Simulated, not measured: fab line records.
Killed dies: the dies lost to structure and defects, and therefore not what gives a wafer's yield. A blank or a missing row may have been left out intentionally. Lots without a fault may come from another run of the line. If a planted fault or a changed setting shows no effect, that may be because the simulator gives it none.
fab line records + flow n5-finfet
[record]
- lots = 7
- wafers = 39
route steps=1938 shown DUMMY_GATE@228 SD_EPI_P@321 MOL_CONTACT_COAG@616
start-h: hours from the record's opening day to when the first of the lot's shown wafers began + wait-h: hours from the lot's prior step to this one + " as in the row above + L1.1+2: a row that stands for several wafers + - no value, or no start was given + * or withheld: withheld + < > ~ a bound
route shown NAME@n: names a module that has steps shown in the file, with the first one's number in the route + usual: mean/standard deviation taken from wafers without a fault + same: alike in all rows + chamber/n: place in a boat + sites: the reading at each site + _std_site: how widely they spread, as a standard deviation + _edge_site: the outer-site mean with the inner-site mean subtracted + radius-mm: for every site, how far away it sits from the centre of the wafer + mask NAME#n: copy n + behind: the tool/chamber that last shaped the wafer + hold: what put the lot on hold/how long, in hours/how the hold closed + device: the transistor (n, p or np) that didn't switch + end of line: the tests these same wafers got at the end of their route + where a step has no rows: the recipe by itself + killed: not the wafer's yield, but the dies lost to structure and defects at the first sort + map: a wafer's dies, marking killed ones x, the rest . and places with no die _
set.NAME: the setting the step ran with; set.NAME@STEP: the setting that earlier step ran with + model.NAME: the simulator's own value behind a step, which no gauge read
lots run with intentionally changed settings; tables by step, rows by wafer
[[steps]]
[step N5_DUMMY_GATE_EXPOSE_12]
[recipe]
- mask-id = GATE
- na = 0.33
- source-shape = annular
- sigma-inner = 0.2
- sigma-outer = 0.6
- polarization = unpolarized
- target-cd-nm = 25
- dose-mj = 34
| lot.wafer        | tool           | chamber | start-h | wait-h | mask   | set.dose-mj |
|------------------|----------------|---------|---------|--------|--------|-------------|
| L076.1+2+3+4+5+6 | euv-scanner-01 | 0       | 58.97   | -      | GATE#0 | 34          |
| L083.1+3+6       | euv-scanner-01 | 0       | 102.23  | -      | GATE#0 | 33.09       |
| L083.2+4+5       | "              | 0       | "       | "      | GATE#0 | 34          |
| L085.3+5+6       | euv-scanner-01 | 0       | 112.15  | -      | GATE#0 | 34          |
| L087.1+5+6       | euv-scanner-01 | 0       | 125.12  | -      | GATE#0 | 31.58       |
| L087.2+3+4       | "              | 0       | "       | "      | GATE#0 | 34          |
| L088.1+2+3       | euv-scanner-01 | 0       | 129.73  | -      | GATE#0 | 35.45       |
| L088.4+5+6       | "              | 0       | "       | "      | GATE#0 | 34          |
| L091.1+4+5       | euv-scanner-01 | 0       | 147.06  | -      | GATE#0 | 34          |
| L091.2+3+6       | "              | 0       | "       | "      | GATE#0 | 36.21       |
| L097.1+4+6       | euv-scanner-02 | 0       | 186.74  | -      | GATE#0 | 34.69       |
| L097.2+3+5       | "              | 0       | "       | "      | GATE#0 | 34          |
[step N5_DUMMY_GATE_PEB_13]
[recipe]
- peb-temp-c = 100
- peb-time-s = 60
- resist = CAR-EUV
[step N5_DUMMY_GATE_DEVELOP_14]
[recipe]
- develop-time-s = 30
- developer = TMAH
- resist = CAR-EUV
- rinse-liquid = surfactant-rinse
- dry = air-spin
- dev-temp-c = 23
[step N5_DUMMY_GATE_CD_MEAS_15]
[recipe]
- target-cd-nm = 25.8
- landing-energy-ev = 500
- detector = se-inlens
[usual]
- cd-nm = 25.00/0.29
| lot.wafer | tool      | chamber | start-h | wait-h | set.dose-mj@DUMMY_GATE_EXPOSE_12 | cd-nm |
|-----------|-----------|---------|---------|--------|----------------------------------|-------|
| L076.1    | cd-sem-02 | 0       | 59.10   | -      | 34                               | 25.08 |
| L076.2    | "         | 0       | "       | "      | 34                               | 25.20 |
| L076.3    | "         | 0       | "       | "      | 34                               | 25.44 |
| L076.4    | "         | 0       | "       | "      | 34                               | 25.69 |
| L076.5    | "         | 0       | "       | "      | 34                               | 25.23 |
| L076.6    | "         | 0       | "       | "      | 34                               | 25.00 |
| L083.1    | cd-sem-01 | 0       | 102.35  | -      | 33.09                            | 25.77 |
| L083.2    | "         | 0       | "       | "      | 34                               | 25.46 |
| L083.3    | "         | 0       | "       | "      | 33.09                            | 25.78 |
| L083.4    | "         | 0       | "       | "      | 34                               | 25.40 |
| L083.5    | "         | 0       | "       | "      | 34                               | 25.14 |
| L083.6    | "         | 0       | "       | "      | 33.09                            | 25.57 |
| L085.3    | cd-sem-03 | 0       | 112.27  | -      | 34                               | 25.32 |
| L085.5    | "         | 0       | "       | "      | 34                               | 24.47 |
| L085.6    | "         | 0       | "       | "      | 34                               | 25.40 |
| L087.1    | cd-sem-03 | 0       | 125.24  | -      | 31.58                            | 26.58 |
| L087.2    | "         | 0       | "       | "      | 34                               | 25.05 |
| L087.3    | "         | 0       | "       | "      | 34                               | 24.46 |
| L087.4    | "         | 0       | "       | "      | 34                               | 24.95 |
| L087.5    | "         | 0       | "       | "      | 31.58                            | 26.52 |
| L087.6    | "         | 0       | "       | "      | 31.58                            | 26.07 |
| L088.1    | cd-sem-02 | 0       | 129.86  | -      | 35.45                            | 24.05 |
| L088.2    | "         | 0       | "       | "      | 35.45                            | 24.20 |
| L088.3    | "         | 0       | "       | "      | 35.45                            | 24.12 |
| L088.4    | "         | 0       | "       | "      | 34                               | 24.78 |
| L088.5    | "         | 0       | "       | "      | 34                               | 25.24 |
| L088.6    | "         | 0       | "       | "      | 34                               | 24.70 |
| L091.1    | cd-sem-01 | 0       | 147.19  | -      | 34                               | 24.98 |
| L091.2    | "         | 0       | "       | "      | 36.21                            | 24.39 |
| L091.3    | "         | 0       | "       | "      | 36.21                            | 23.67 |
| L091.4    | "         | 0       | "       | "      | 34                               | 25.00 |
| L091.5    | "         | 0       | "       | "      | 34                               | 25.01 |
| L091.6    | "         | 0       | "       | "      | 36.21                            | 23.83 |
| L097.1    | cd-sem-02 | 0       | 186.87  | -      | 34.69                            | 24.69 |
| L097.2    | "         | 0       | "       | "      | 34                               | 24.96 |
| L097.3    | "         | 0       | "       | "      | 34                               | 24.90 |
| L097.4    | "         | 0       | "       | "      | 34.69                            | 24.66 |
| L097.5    | "         | 0       | "       | "      | 34                               | 24.80 |
| L097.6    | "         | 0       | "       | "      | 34.69                            | 24.81 |
[step N5_SD_EPI_P_EPI_21]
[recipe]
- material = SiGe:B
- dopant = B
- temp-c = 550
- pressure-torr = 20
- ambient = H2
- time-s = 355
| lot.wafer | tool         | chamber | start-h | wait-h | set.time-s | model.SiGe-B_of_SD_EPI_P_EPI_21.thk-nm |
|-----------|--------------|---------|---------|--------|------------|----------------------------------------|
| L076.1    | epi-rpcvd-03 | 0       | 68.67   | 0.2    | 380        | 64.6                                   |
| L076.2    | "            | 0       | "       | "      | 355        | 61.8                                   |
| L076.3    | "            | 0       | "       | "      | 380        | 64.4                                   |
| L076.4    | "            | 0       | "       | "      | 355        | 61.4                                   |
| L076.5    | "            | 0       | "       | "      | 380        | 63.8                                   |
| L076.6    | "            | 0       | "       | "      | 355        | 61.6                                   |
| L083.1+3  | epi-rpcvd-03 | 0       | 110.43  | 0.1    | 316.8      | 55.8                                   |
| L083.2    | "            | 0       | "       | "      | 355        | 59.6                                   |
| L083.4    | "            | 0       | "       | "      | 355        | 60                                     |
| L083.5    | "            | 0       | "       | "      | 316.8      | 55.2                                   |
| L083.6    | "            | 0       | "       | "      | 355        | 59.4                                   |
| L085.3    | epi-rpcvd-03 | 0       | 121.91  | 0.8    | 355        | 60                                     |
| L085.5    | "            | 0       | "       | "      | 355        | 59.6                                   |
| L085.6    | "            | 0       | "       | "      | 355        | 60.2                                   |
| L087.1    | epi-rpcvd-04 | 0       | 133.79  | 0.2    | 355        | 60.4                                   |
| L087.2    | "            | 0       | "       | "      | 420.7      | 68.2                                   |
| L087.3    | "            | 0       | "       | "      | 355        | 61                                     |
| L087.4    | "            | 0       | "       | "      | 420.7      | 67.4                                   |
| L087.5    | "            | 0       | "       | "      | 420.7      | 67.6                                   |
| L087.6    | "            | 0       | "       | "      | 355        | 60.2                                   |
| L088.1+6  | epi-rpcvd-02 | 0       | 138.48  | 0.2    | 355        | 61.2                                   |
| L088.2    | "            | 0       | "       | "      | 355        | 60.2                                   |
| L088.3    | "            | 0       | "       | "      | 355        | 60.6                                   |
| L088.4    | "            | 0       | "       | "      | 355        | 61.4                                   |
| L088.5    | "            | 0       | "       | "      | 355        | 61                                     |
| L091.1    | epi-rpcvd-04 | 0       | 155.60  | 0.2    | 333.6      | 58.8                                   |
| L091.2    | "            | 0       | "       | "      | 355        | 62.4                                   |
| L091.3    | "            | 0       | "       | "      | 333.6      | 59.6                                   |
| L091.4    | "            | 0       | "       | "      | 333.6      | 59.8                                   |
| L091.5+6  | "            | 0       | "       | "      | 355        | 61.6                                   |
| L097.1    | epi-rpcvd-02 | 0       | 196.16  | 0.2    | 355        | 60.4                                   |
| L097.2    | "            | 0       | "       | "      | 355        | 61.2                                   |
| L097.3    | "            | 0       | "       | "      | 355        | 61                                     |
| L097.4    | "            | 0       | "       | "      | 355        | 61.4                                   |
| L097.5    | "            | 0       | "       | "      | 355        | 61.6                                   |
| L097.6    | "            | 0       | "       | "      | 355        | 60.8                                   |
[step N5_SD_EPI_P_HM_STRIP_48]
[recipe]
- chemistry = H3PO4
- temp-c = 160
- material = SiNx
- target = SiNx
- target-depth-a = 30
- overetch-fraction = 0.3
| lot.wafer  | tool         | chamber | start-h | wait-h | set.time-s@SD_EPI_P_EPI_21 | model.SiGe-B_of_SD_EPI_P_EPI_21.thk-nm |
|------------|--------------|---------|---------|--------|----------------------------|----------------------------------------|
| L076.1     | wet-bench-06 | 0       | 71.64   | 0.0    | 380                        | 64.2                                   |
| L076.2     | "            | 7       | "       | "      | 355                        | 61.6                                   |
| L076.3     | "            | 1       | "       | "      | 380                        | 64                                     |
| L076.4     | "            | 5       | "       | "      | 355                        | 61                                     |
| L076.5     | "            | 6       | "       | "      | 380                        | 63.4                                   |
| L076.6     | "            | 2       | "       | "      | 355                        | 61.2                                   |
| L083.1+3   | wet-bench-06 | 1,5     | 112.67  | 0.0    | 316.8                      | 55.6                                   |
| L083.2     | "            | 0       | "       | "      | 355                        | 59.4                                   |
| L083.4     | "            | 4       | "       | "      | 355                        | 59.6                                   |
| L083.5     | "            | 3       | "       | "      | 316.8                      | 55                                     |
| L083.6     | "            | 2       | "       | "      | 355                        | 59.2                                   |
| L085.3     | wet-bench-03 | 7       | 123.44  | 0.0    | 355                        | 59.8                                   |
| L085.5     | "            | 2       | "       | "      | 355                        | 59.4                                   |
| L085.6     | "            | 6       | "       | "      | 355                        | 60                                     |
| L087.1     | wet-bench-03 | 7       | 136.76  | 0.0    | 355                        | 60.2                                   |
| L087.2     | "            | 5       | "       | "      | 420.7                      | 67.8                                   |
| L087.3     | "            | 0       | "       | "      | 355                        | 60.8                                   |
| L087.4     | "            | 6       | "       | "      | 420.7                      | 67                                     |
| L087.5     | "            | 1       | "       | "      | 420.7                      | 67.2                                   |
| L087.6     | "            | 4       | "       | "      | 355                        | 59.8                                   |
| L088.1+4+6 | wet-bench-03 | 5,4,0   | 141.44  | 0.0    | 355                        | 61                                     |
| L088.2     | "            | 2       | "       | "      | 355                        | 60                                     |
| L088.3     | "            | 1       | "       | "      | 355                        | 60.2                                   |
| L088.5     | "            | 3       | "       | "      | 355                        | 60.6                                   |
| L091.1     | wet-bench-03 | 6       | 158.55  | 0.0    | 333.6                      | 58.4                                   |
| L091.2     | "            | 0       | "       | "      | 355                        | 62                                     |
| L091.3     | "            | 2       | "       | "      | 333.6                      | 59.4                                   |
| L091.4     | "            | 7       | "       | "      | 333.6                      | 59.6                                   |
| L091.5+6   | "            | 3,1     | "       | "      | 355                        | 61.2                                   |
| L097.1     | wet-bench-06 | 7       | 199.11  | 0.0    | 355                        | 60                                     |
| L097.2+3   | "            | 6,2     | "       | "      | 355                        | 60.8                                   |
| L097.4+5   | "            | 1,5     | "       | "      | 355                        | 61.2                                   |
| L097.6     | "            | 0       | "       | "      | 355                        | 60.6                                   |
[step N5_MOL_CONTACT_COAG_ETCH_124]
[recipe]
- chemistry = CH3F/O2
- target = SiNx
- target-depth-a = 65
- mask-material = SOC
- stop-on = SiOC
- over-etch-frac = 0.3
- ion-energy-ev = 120
- pressure-mtorr = 30
- source-w = 395
- bias-w = 73
- Ar_flow_sccm = 150
- CH3F_flow_sccm = 30
- O2_flow_sccm = 20
- ends = end-point
[usual]
- rf-vpp-V = 298/9.9
| lot.wafer | tool        | chamber | start-h | wait-h | set.bias-w | rf-vpp-V |
|-----------|-------------|---------|---------|--------|------------|----------|
| L076.1    | rie-diel-02 | 2       | 114.51  | 0.0    | 82.43      | 317      |
| L076.2    | "           | 0       | "       | "      | 82.43      | 344      |
| L076.3    | "           | 3       | "       | "      | 73         | 300      |
| L076.4    | "           | 1       | "       | "      | 73         | 304      |
| L076.5    | "           | 3       | "       | "      | 73         | 300      |
| L076.6    | "           | 2       | "       | "      | 82.43      | 319      |
| L083.1    | rie-diel-04 | 2       | 154.32  | 0.0    | 73         | 282      |
| L083.2    | "           | 0       | "       | "      | 73         | 297      |
| L083.3    | "           | 3       | "       | "      | 81.34      | 325      |
| L083.4    | "           | 1       | "       | "      | 81.34      | 335      |
| L083.5    | "           | 1       | "       | "      | 81.34      | 335      |
| L083.6    | "           | 2       | "       | "      | 73         | 281      |
| L085.3    | rie-diel-04 | 0       | 168.33  | 0.0    | 73         | 298      |
| L085.5    | "           | 0       | "       | "      | 73         | 296      |
| L085.6    | "           | 1       | "       | "      | 73         | 306      |
| L087.1    | rie-diel-02 | 0       | 177.66  | 0.0    | 73         | 311      |
| L087.2    | "           | 1       | "       | "      | 79         | 325      |
| L087.3    | "           | 2       | "       | "      | 79         | 308      |
| L087.4    | "           | 3       | "       | "      | 73         | 300      |
| L087.5    | "           | 2       | "       | "      | 73         | 290      |
| L087.6    | "           | 3       | "       | "      | 79         | 319      |
| L088.1    | rie-diel-01 | 0       | 186.08  | 0.0    | 67.8       | 266      |
| L088.2    | "           | 3       | "       | "      | 73         | 309      |
| L088.3    | "           | 2       | "       | "      | 73         | 290      |
| L088.4    | "           | 1       | "       | "      | 67.8       | 288      |
| L088.5    | "           | 0       | "       | "      | 73         | 281      |
| L088.6    | "           | 1       | "       | "      | 67.8       | 286      |
| L091.1    | rie-diel-01 | 3       | 203.09  | 0.0    | 85.95      | 354      |
| L091.2    | "           | 0       | "       | "      | 73         | 280      |
| L091.3    | "           | 2       | "       | "      | 73         | 291      |
| L091.4    | "           | 1       | "       | "      | 73         | 303      |
| L091.5    | "           | 3       | "       | "      | 85.95      | 354      |
| L091.6    | "           | 2       | "       | "      | 85.95      | 331      |
| L097.1    | rie-diel-02 | 0       | 244.69  | 0.0    | 63.4       | 278      |
| L097.2    | "           | 3       | "       | "      | 73         | 301      |
| L097.3    | "           | 1       | "       | "      | 73         | 303      |
| L097.4    | "           | 2       | "       | "      | 73         | 288      |
| L097.5    | "           | 3       | "       | "      | 63.4       | 268      |
| L097.6    | "           | 0       | "       | "      | 63.4       | 279      |
[[key]]
[split]
- step = N5_DUMMY_GATE_EXPOSE_12
- setting = dose-mj
- stated = 34
- by = wafer
[response]
- step = N5_DUMMY_GATE_CD_MEAS_15
- reading = cd-nm
- change = -0.185
- per = 1%
- r = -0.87
[split]
- step = N5_SD_EPI_P_EPI_21
- setting = time-s
- stated = 355
- by = wafer
[response]
- step = N5_SD_EPI_P_EPI_21
- reading = model.SiGe-B_of_SD_EPI_P_EPI_21.thk-nm
- change = +0.387
- per = 1%
- r = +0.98
[response]
- step = N5_SD_EPI_P_HM_STRIP_48
- reading = model.SiGe-B_of_SD_EPI_P_EPI_21.thk-nm
- change = +0.379
- per = 1%
- r = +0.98
[split]
- step = N5_MOL_CONTACT_COAG_ETCH_124
- setting = bias-w
- stated = 73
- by = wafer
[response]
- step = N5_MOL_CONTACT_COAG_ETCH_124
- reading = rf-vpp-V
- change = +2.61
- per = 1%
- r = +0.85
